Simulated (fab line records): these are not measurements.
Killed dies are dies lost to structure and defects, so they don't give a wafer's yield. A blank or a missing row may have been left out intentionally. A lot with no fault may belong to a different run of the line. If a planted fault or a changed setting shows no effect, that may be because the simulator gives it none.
fab line records -- flow nandHarc
record: lots: 12, wafers: 36, lastDay: 33
route steps=1302 shown P_ZERO_WELL@17 P_GATE@132
lots untouched by any fault: they come from a run of this same line in which no faults occurred
startH: start of the lot's first displayed wafer, in hours after the record's first day -- waitH: how many hours have passed since the lot's step before this one -- " identical to the entry in the row above -- L1.1+2: one row covering several wafers at once -- - either no value or no given start -- * or withheld: withheld -- < > ~ a bound
route shown NAME@n: a module of which the file shows steps, and the number in the route of the first -- usual: mean and standard deviation over wafers with no fault -- same: alike in all rows -- chamber/n: place in a boat -- sites: each site's reading -- _std_site: the values' standard deviation -- _edge_site: the outer-site mean with the inner-site mean subtracted -- radiusMm: for every site, how far away it sits from the centre of the wafer -- mask NAME#n: copy n -- behind: tool/chamber where the wafer was last shaped -- hold: cause of the lot's hold/its duration in hours/its outcome -- device: names the non-switching transistor (n, p or np) -- end of line: the tests these same wafers got at the end of their route -- a step with no rows: only its recipe -- killed: the dies lost at the first sort to structure and to defects; this is not the yield of the wafer -- map: per-die view of a wafer (x killed, . not killed, _ where there is no die)
set.NAME: the run value of the setting; set.NAME@STEP: its run value at that earlier step -- model.NAME: the simulator's own value behind a step, which no gauge read
route steps across a sampled set of lots; one table per step, one row per wafer
services: from which hour (startH, from the record's first day; less than 0 if before it) a tool's chamber was out of use, for how many hours, and why
== steps ==
step: NHARC_P_ZERO_WELL_ETCH_65
recipe: targetDepthA: 800, overetchA: 240, timeS: 87.88, ionEnergyEv: 200, n2FlowSccm: 150, h2FlowSccm: 150, arFlowSccm: 0, rfW: 400, biasW: 150, chemistry: N2/H2
usual: drypumpMotorCurrentA: 5.6/0.49, n2FlowSccm: 150.1/0.46, oesProductAu: 1.003/0.0092, rfVppV: 430/3.4, showerheadPlenumPTorr: 2.01/0.12, throttleValvePct: 14.171/0.0099
lot.wafer,tool,chamber,startH,waitH,drypumpMotorCurrentA,n2FlowSccm,oesProductAu,rfHoursCounterH,rfVppV,showerheadPlenumPTorr,throttleValvePct
L174.2,rieDiel-09,3,21.62,0.1,6.2,150.6,1.007,9,425,1.88,14.151
L174.6,rieDiel-09,0,21.62,0.1,5.9,150.0,1.012,-,425,1.90,14.177
L174.5,rieDiel-09,1,21.62,0.1,6.3,150.3,0.993,-,435,2.21,14.170
L176.1,rieDiel-06,2,41.48,0.1,4.9,149.5,1.016,25,431,2.04,14.171
L176.2,rieDiel-06,3,41.48,0.1,5.4,149.4,1.010,24,427,1.94,14.186
L176.6,rieDiel-06,1,41.48,0.1,5.2,150.1,1.008,-,427,1.88,14.163
L178.3,rieDiel-06,2,61.37,0.1,4.9,149.9,1.011,29,430,2.04,14.172
L178.2,rieDiel-06,3,61.37,0.1,5.4,150.3,0.987,28,428,1.94,14.177
L178.6,rieDiel-06,1,61.37,0.1,5.2,149.2,0.999,-,425,1.87,14.169
L179.3,rieDiel-09,1,71.43,0.1,6.3,150.1,0.985,32,433,2.21,14.168
L179.4,rieDiel-09,2,71.43,0.1,5.6,150.4,1.003,28,426,1.93,14.158
L179.5,rieDiel-09,3,71.43,0.1,6.3,151.2,0.998,-,425,1.88,14.165
L180.3,rieDiel-12,3,81.43,0.1,5.9,150.2,1.006,51,426,1.91,14.176
L180.1,rieDiel-12,0,81.43,0.1,6.3,149.8,1.005,51,433,2.12,14.175
L180.5,rieDiel-12,3,81.43,0.1,5.9,150.3,1.010,-,426,1.91,14.156
L181.2,rieDiel-09,2,91.52,0.1,5.6,150.4,0.995,33,427,1.93,14.169
L181.3,rieDiel-09,3,91.52,0.1,6.2,150.9,1.003,36,425,1.88,14.176
L181.5,rieDiel-09,3,91.52,0.1,6.3,150.6,0.993,-,427,1.88,14.152
L184.2,rieDiel-09,3,121.48,0.1,6.3,150.4,1.002,47,425,1.87,14.161
L184.1,rieDiel-09,2,121.48,0.1,5.6,151.0,1.005,43,427,1.93,14.167
L184.6,rieDiel-09,0,121.48,0.1,5.9,149.8,1.006,-,425,1.89,14.153
L187.4,rieDiel-06,3,151.48,0.1,5.4,150.3,1.015,7,426,1.93,14.166
L187.1,rieDiel-06,2,151.48,0.1,4.9,150.7,1.014,6,431,2.03,14.181
L187.6,rieDiel-06,0,151.48,0.1,5.4,149.7,1.015,-,428,1.96,14.179
L192.2,rieDiel-12,1,201.52,0.1,6.6,150.1,1.000,33,427,1.94,14.177
L192.4,rieDiel-12,2,201.52,0.1,5.5,150.1,1.017,37,427,1.95,14.177
L192.3,rieDiel-12,0,201.52,0.1,6.3,150.1,1.015,33,434,2.11,14.162
L195.1,rieDiel-06,3,231.40,0.1,5.4,149.9,1.011,30,427,1.92,14.178
L195.5,rieDiel-06,3,231.40,0.1,5.4,149.9,0.996,-,426,1.92,14.171
L195.6,rieDiel-06,0,231.40,0.1,5.4,150.4,1.009,-,428,1.95,14.152
L196.1,rieDiel-06,2,241.48,0.1,4.9,150.2,0.990,28,429,2.03,14.177
L196.3,rieDiel-06,0,241.48,0.1,5.4,149.6,1.008,33,427,1.95,14.166
L196.5,rieDiel-06,1,241.48,0.1,5.2,151.0,1.003,-,435,2.21,14.177
L197.1,rieDiel-09,0,251.51,0.1,5.9,149.8,1.011,31,435,2.21,14.169
L197.3,rieDiel-09,1,251.51,0.1,6.3,150.5,0.978,29,434,2.19,14.177
L197.6,rieDiel-09,3,251.51,0.1,6.2,149.8,1.002,-,435,2.21,14.157
step: NHARC_P_ZERO_WELL_EXPOSE_34
recipe: na: 0.6, targetCdNm: 720, doseMj: 22.31, maskId: P_PWELL
same: na: 0.6
lot.wafer,tool,chamber,startH,waitH,mask
L174.2+5+6,krfScanner-02,0,24.06,-,P_PWELL#0
L176.1+2+6,krfScanner-01,0,43.97,-,P_PWELL#0
L178.2+3+6,krfScanner-01,0,63.94,-,P_PWELL#0
L179.3+4+5,krfScanner-04,0,74.02,-,P_PWELL#0
L180.1+3+5,krfScanner-02,0,84.04,-,P_PWELL#0
L181.2+3+5,krfScanner-01,0,94.11,-,P_PWELL_R1#0
L184.1+2+6,krfScanner-04,0,123.94,-,P_PWELL#0
L187.1+4+6,krfScanner-01,0,154.00,-,P_PWELL#0
L192.2+3+4,krfScanner-02,0,204.01,-,P_PWELL#0
L195.1+5+6,krfScanner-02,0,236.41,-,P_PWELL#0
L196.1+3+5,krfScanner-01,0,243.93,-,P_PWELL#0
L197.1+3+6,krfScanner-01,0,253.94,-,P_PWELL#0
step: NHARC_P_ZERO_WELL_CD_MEAS_37
recipe: targetCdNm: 720, landingEnergyEv: 500
usual: cdNm: 719.6/1.6
lot.wafer,tool,chamber,startH,waitH,cdNm
L174.2,cdSem-02,0,24.22,-,720.9
L174.5,cdSem-02,0,24.22,-,720.3
L174.6,cdSem-02,0,24.22,-,717.3
L176.1,cdSem-02,0,44.13,-,722.5
L176.2,cdSem-02,0,44.13,-,719.1
L176.6,cdSem-02,0,44.13,-,720.5
L178.2,cdSem-03,0,64.09,-,719.0
L178.3,cdSem-03,0,64.09,-,721.3
L178.6,cdSem-03,0,64.09,-,717.7
L179.3,cdSem-02,0,74.18,-,718.6
L179.4,cdSem-02,0,74.18,-,719.4
L179.5,cdSem-02,0,74.18,-,721.2
L180.1,cdSem-03,0,84.20,-,722.2
L180.3,cdSem-03,0,84.20,-,720.4
L180.5,cdSem-03,0,84.20,-,717.2
L181.2,cdSem-02,0,94.26,-,776.3
L181.3,cdSem-02,0,94.26,-,777.9
L181.5,cdSem-02,0,94.26,-,779.7
L184.1,cdSem-01,0,124.10,-,722.1
L184.2,cdSem-01,0,124.10,-,723.8
L184.6,cdSem-01,0,124.10,-,720.4
L187.1,cdSem-01,0,154.15,-,720.9
L187.4,cdSem-01,0,154.15,-,720.2
L187.6,cdSem-01,0,154.15,-,719.6
L192.2,cdSem-03,0,204.16,-,721.7
L192.3,cdSem-03,0,204.16,-,719.6
L192.4,cdSem-03,0,204.16,-,721.8
L195.1,cdSem-03,0,236.57,-,718.7
L195.5,cdSem-03,0,236.57,-,720.4
L195.6,cdSem-03,0,236.57,-,716.3
L196.1,cdSem-01,0,244.09,-,720.9
L196.3,cdSem-01,0,244.09,-,719.9
L196.5,cdSem-01,0,244.09,-,718.8
L197.1,cdSem-03,0,254.10,-,720.2
L197.3,cdSem-03,0,254.10,-,719.4
L197.6,cdSem-03,0,254.10,-,717.7
step: NHARC_P_ZERO_WELL_CD_MEAS_52
recipe: targetCdNm: 2000, landingEnergyEv: 500
usual: cdNm: 2000.1/1.5
lot.wafer,tool,chamber,startH,waitH,cdNm
L174.2,cdSem-02,0,25.85,-,2002.0
L174.5,cdSem-02,0,25.85,-,2000.7
L174.6,cdSem-02,0,25.85,-,2001.3
L176.1,cdSem-03,0,45.77,-,1997.4
L176.2,cdSem-03,0,45.77,-,1998.8
L176.6,cdSem-03,0,45.77,-,2000.7
L178.2,cdSem-02,0,65.61,-,1998.5
L178.3,cdSem-02,0,65.61,-,1998.1
L178.6,cdSem-02,0,65.61,-,2001.1
L179.3,cdSem-02,0,75.81,-,2002.1
L179.4,cdSem-02,0,75.81,-,2001.3
L179.5,cdSem-02,0,75.81,-,1999.7
L180.1,cdSem-02,0,85.88,-,2001.3
L180.3,cdSem-02,0,85.88,-,2000.9
L180.5,cdSem-02,0,85.88,-,2001.6
L181.2,cdSem-02,0,95.77,-,2002.0
L181.3,cdSem-02,0,95.77,-,1999.9
L181.5,cdSem-02,0,95.77,-,2000.6
L184.1,cdSem-03,0,125.74,-,1999.0
L184.2,cdSem-03,0,125.74,-,1998.8
L184.6,cdSem-03,0,125.74,-,1996.6
L187.1,cdSem-02,0,155.79,-,2000.4
L187.4,cdSem-02,0,155.79,-,2001.4
L187.6,cdSem-02,0,155.79,-,1997.9
L192.2,cdSem-02,0,205.80,-,1997.7
L192.3,cdSem-02,0,205.80,-,1999.2
L192.4,cdSem-02,0,205.80,-,1999.0
L195.1,cdSem-02,0,238.08,-,2000.9
L195.5,cdSem-02,0,238.08,-,2000.2
L195.6,cdSem-02,0,238.08,-,2002.7
L196.1,cdSem-02,0,246.16,-,1998.2
L196.3,cdSem-02,0,246.16,-,1998.9
L196.5,cdSem-02,0,246.16,-,2000.6
L197.1,cdSem-03,0,255.81,-,1998.3
L197.3,cdSem-03,0,255.81,-,1999.7
L197.6,cdSem-03,0,255.81,-,2002.0
step: NHARC_P_GATE_DEP_103
recipe: targetThkA: 300, targetThkNm: 30, tempC: 400, flowSccm: 200, rfW: 350, material: SiON
usual: heaterPowerW: 763/100
lot.wafer,tool,chamber,startH,waitH,heaterPowerW
L174.2,pecvd-01,2,100.99,0.5,620
L174.6,pecvd-01,2,100.99,0.5,620
L174.5,pecvd-01,0,100.99,0.5,934
L176.1,pecvd-04,2,115.50,0.6,696
L176.2,pecvd-04,0,115.50,0.6,766
L176.6,pecvd-04,2,115.50,0.6,691
L178.3,pecvd-02,1,131.46,0.3,790
L178.2,pecvd-02,0,131.46,0.3,738
L178.6,pecvd-02,2,131.46,0.3,685
L179.3,pecvd-01,1,144.66,0.4,787
L179.4,pecvd-01,1,144.66,0.4,748
L179.5,pecvd-01,0,144.66,0.4,982
L180.3,pecvd-02,2,156.43,0.4,769
L180.1,pecvd-02,0,156.43,0.4,766
L180.5,pecvd-02,1,156.43,0.4,807
L181.2,pecvd-01,2,166.46,0.4,738
L181.3,pecvd-01,0,166.46,0.4,964
L181.5,pecvd-01,2,166.46,0.4,752
L184.2,pecvd-01,2,196.06,0.5,682
L184.1,pecvd-01,0,196.06,0.5,972
L184.6,pecvd-01,2,196.06,0.5,680
L187.1,pecvd-04,0,238.33,0.6,686
L187.4,pecvd-04,1,238.33,0.6,644
L187.6,pecvd-04,2,238.33,0.6,733
L192.3,pecvd-02,2,270.69,0.4,779
L192.2,pecvd-02,0,270.69,0.4,744
L192.4,pecvd-02,0,270.69,0.4,738
L195.1,pecvd-01,0,307.56,0.6,964
L195.6,pecvd-01,2,307.56,0.6,753
L195.5,pecvd-01,1,307.56,0.6,716
L196.3,pecvd-02,2,314.22,0.4,824
L196.1,pecvd-02,0,314.22,0.4,791
L196.5,pecvd-02,2,314.22,0.4,809
L197.1,pecvd-04,2,324.11,0.6,644
L197.3,pecvd-04,1,324.11,0.6,649
L197.6,pecvd-04,2,324.11,0.6,662
== services ==
tool,chamber,startH,hours,kind
rieDiel-09,2,26.75,12.6,repair
pecvd-01,0,33.92,7.3,repair
pecvd-02,-,46.00,13.0,pm
krfScanner-01,-,46.25,1.3,repair
krfScanner-02,-,94.00,4.0,pm
rieDiel-09,3,129.91,4.4,repair
pecvd-01,-,130.25,13.0,pm
rieDiel-06,-,130.97,9.0,pm
pecvd-02,-,137.59,1.7,repair
krfScanner-01,-,140.03,4.0,pm
rieDiel-09,-,143.45,9.0,pm
pecvd-01,2,168.92,3.8,repair
krfScanner-01,-,190.75,22.3,repair
rieDiel-06,-,216.99,1.8,repair
pecvd-02,-,227.00,13.0,pm
krfScanner-02,-,227.82,4.1,repair
krfScanner-02,-,249.66,1.8,repair
rieDiel-09,-,265.30,0.1,repair
pecvd-01,-,271.93,0.9,repair
rieDiel-09,2,293.91,3.8,repair
rieDiel-06,-,308.10,9.0,pm
pecvd-01,-,311.80,13.0,pm
krfScanner-01,-,312.03,4.0,pm
rieDiel-09,-,320.45,9.0,pm
== key ==
firstSign: step: NHARC_P_ZERO_WELL_EXPOSE_34, reading: mask, direction: changed
effect: step: NHARC_P_ZERO_WELL_CD_MEAS_37, reading: cdNm, direction: up, sigmas: 36, usual: 719.6, struck: 778.0
metAt NHARC_P_ZERO_WELL_EXPOSE_34
struckLots L181
testerLeftOut L181
notActingAt NHARC_P_ZERO_WELL_ETCH_65,NHARC_P_ZERO_WELL_CD_MEAS_52,NHARC_P_GATE_DEP_103
onsetBetween 63.94 94.11
fault: kind: wrongMask, tool: any, chamber: -, onsetH: 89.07, steps: NHARC_P_ZERO_WELL_EXPOSE_34, auxCopy: P_PWELL_R1#0, cdOffsetNm: 59.958, scope: struckLotsOnly
testerLeftOut: of these lots the tester's yield and bins aren't shown, on N5 and GAA mostly nor the transistor test; their killed dies are dies lost to structure and defects alone, not to doping, threshold or leakage, so they don't give the yield
